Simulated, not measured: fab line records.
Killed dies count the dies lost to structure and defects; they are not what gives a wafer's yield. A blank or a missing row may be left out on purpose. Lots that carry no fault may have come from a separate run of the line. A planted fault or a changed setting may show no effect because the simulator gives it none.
Which tool is to blame? ; flow nand-harc ; 18 wafers from 6 lots sampled at 2 of the route's 1159 steps

== WHAT THE GAUGES SHOWED, per wafer ==
NHARC_P_ZERO_WELL_CD_MEAS_37: the cd target is 720 nm.
lot;measured;on;cd-nm (nm)
L805;day 1 21:58;cd-sem-03;720.4 720.8 719.7
L807;day 2 10:07;cd-sem-01;718.0 720.4 717.4
L816;day 4 16:17;cd-sem-01;723.0 717.3 724.3
L820;day 5 15:59;cd-sem-01;718.6 717.3 719.5
L822;day 6 03:54;cd-sem-03;718.7 725.2 722.1
L825;day 6 22:16;cd-sem-03;723.7 723.2 719.3

== EACH LOT AND THE TOOL THAT RAN IT (in order: tool; ch and the chambers of the sampled wafers; start) ==
lot;NHARC_P_ZERO_WELL_EXPOSE_34
L805;krf-scanner-03 ch 0, day 1 21:49
L807;krf-scanner-04 ch 0, day 2 09:58
L816;krf-scanner-03 ch 0, day 4 16:08
L820;krf-scanner-03 ch 0, day 5 15:49
L822;krf-scanner-03 ch 0, day 6 03:45
L825;krf-scanner-04 ch 0, day 6 22:07
- NHARC_P_ZERO_WELL_EXPOSE_34: exposes mask P PWELL, target cd 720 nm.

== THE ANSWER, worked out from the rows above alone ==
Rule: what is usual is taken from the lots themselves. The widest of any qualifying gaps counts: lots, ordered by their means at a reading, are off when they make up no more than a third of the lots, leave a main group of 4 or more, and stand apart from it by 3 or more times the standard deviation of that group's means. Not used: any main group whose means are identical at the precision the tables above print for the reading. A lot without any number at a reading at which 4 lots or more have one is off too. Where the step has rows for the other lots, those lots are counted as sound.
Nothing can be told from this: no lot is off at any reading shown.

== WHAT WAS PUT IN BY THE SIMULATOR ==
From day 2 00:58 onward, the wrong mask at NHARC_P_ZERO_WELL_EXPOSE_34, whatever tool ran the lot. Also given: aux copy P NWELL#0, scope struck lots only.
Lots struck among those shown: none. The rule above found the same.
